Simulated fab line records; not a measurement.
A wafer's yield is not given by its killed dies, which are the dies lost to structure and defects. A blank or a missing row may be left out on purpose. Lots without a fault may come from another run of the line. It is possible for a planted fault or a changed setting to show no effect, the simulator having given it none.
Chamber matching -- flow n5Finfet -- 4 sister chambers for N5_GATE_CUT_CMP_02 on cmp-02
The step polishes, stops on SiO2, t overpolish 12.7 s, target thk 0 nm. 16 wafers are shown with their chamber, then 8 later ones without.

== WAFERS, EACH WITH ITS CHAMBER ==
wafer,chamber,motorCurrentA (A),timeToEndpointS (s),headPressurePsi (psi)
L074.1,0,10.1,21.7,2.500
L074.3,2,9.5,24.2,2.501
L074.6,2,9.3,23.7,2.508
L076.2,2,9.2,25.6,2.499
L076.3,3,11.8,24.9,2.496
L076.6,2,9.9,21.9,2.499
L077.3,1,9.2,26.8,2.500
L077.4,3,11.3,26.0,2.497
L077.6,2,9.5,25.5,2.510
L079.1,1,9.5,26.1,2.501
L079.5,2,9.0,25.5,2.496
L079.6,3,11.9,25.0,2.496
L080.1,0,10.7,24.3,2.501
L080.4,2,9.1,22.4,2.496
L080.6,0,10.4,23.4,2.505
L085.2,2,8.9,26.6,2.497

SIGNATURES (averages over the wafers above)
reading,chamber 0,chamber 1,chamber 2,chamber 3,scatter within a chamber
motorCurrentA,10.400,9.350,9.300,11.667,0.312
timeToEndpointS,23.133,26.450,24.425,25.300,1.41
headPressurePsi,2.50200,2.50050,2.50075,2.49633,0.00427
Rule: for each reading, subtract the chamber's mean from the wafer's reading, divide by that reading's scatter and square the result; add these up over the readings and take the root, which gives the wafer's distance from the chamber. If the next closest chamber is less than 2 further off than the closest, the wafer can't be placed; otherwise it belongs to the closest. The scatter is the square root of a quotient: the sum, over the shown wafers, of each reading's squared deviation from its chamber's mean, divided by wafers minus chambers.

== WAFERS MISSING THEIR CHAMBER ==
wafer,motorCurrentA (A),timeToEndpointS (s),headPressurePsi (psi)
L085.3,9.4,22.6,2.504
L085.4,10.5,28.5,2.488
L095.1,10.3,26.5,2.500
L095.2,11.6,25.1,2.495
L095.4,8.9,25.7,2.496
L096.2,12.0,24.6,2.500
L096.4,9.5,25.1,2.489
L096.5,9.6,27.3,2.501

== THE CHAMBER EACH PASSED THROUGH ==
wafer,from the rows above,in truth
L085.3,can't be placed: 2 or 1 or 0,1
L085.4,can't be placed: 3 or 1 or 0 or 2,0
L095.1,can't be placed: 0 or 1 or 2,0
L095.2,3,3
L095.4,can't be placed: 1 or 2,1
L096.2,3,3
L096.4,can't be placed: 2 or 1 or 0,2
L096.5,can't be placed: 1 or 2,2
2 of 8 placed correctly. From these rows, 6 cannot be placed; in 6 the true chamber is one of the candidates. 0 placed wrongly.
